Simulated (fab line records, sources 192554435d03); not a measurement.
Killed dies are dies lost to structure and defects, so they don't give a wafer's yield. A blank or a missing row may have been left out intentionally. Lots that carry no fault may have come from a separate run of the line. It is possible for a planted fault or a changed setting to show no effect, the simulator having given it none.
Matching of chambers	flow n5Finfet	N5_BEOL_M1_ILD_DEP_00 on pecvd-03 has 3 sister chambers
The step deposits SiOC from DEMS/O2, target thk 79 nm, time 15.3 s. 3 wafers are shown with their chamber, then 12 later ones without.

WAFERS WITH THEIR CHAMBER
wafer	chamber	showerheadVppV (V)
L082.4	2	1296
L091.3	0	1359
L091.5	1	1431

WAFERS WITHOUT THEIR CHAMBER
wafer	showerheadVppV (V)
L093.3	1392
L093.5	1363
L093.6	1273
L092.1	1316
L092.2	1418
L092.5	1366
L094.2	1311
L094.3	1402
L094.6	1350
L096.4	1368
L096.5	1306
L096.6	1412

EACH ONE'S CHAMBER
wafer	from the rows above	in truth
L093.3	can't be placed: 0 or 1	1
L093.5	0	0
L093.6	2	2
L092.1	can't be placed: 2 or 0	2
L092.2	1	1
L092.5	0	0
L094.2	can't be placed: 2 or 0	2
L094.3	can't be placed: 1 or 0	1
L094.6	0	0
L096.4	0	0
L096.5	2	2
L096.6	can't be placed: 1 or 0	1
7 of 12 placed correctly. Unplaceable from these rows: 5, with the true chamber sitting among the candidates in 5. Number placed wrongly: 0.
How it was worked out, from the rows above alone: a wafer's distance from a chamber is the root of the sum, over the readings, of the square of ((its reading less the chamber's mean) divided by the reading's scatter). The wafer belongs to the nearest chamber; if the next one is less than 2 further off, it can't be placed. The mean given for a chamber averages the wafers shown for that chamber. The scatter: root of mean squared gap, hidden wafer to nearest shown wafer, with one shown wafer a chamber.
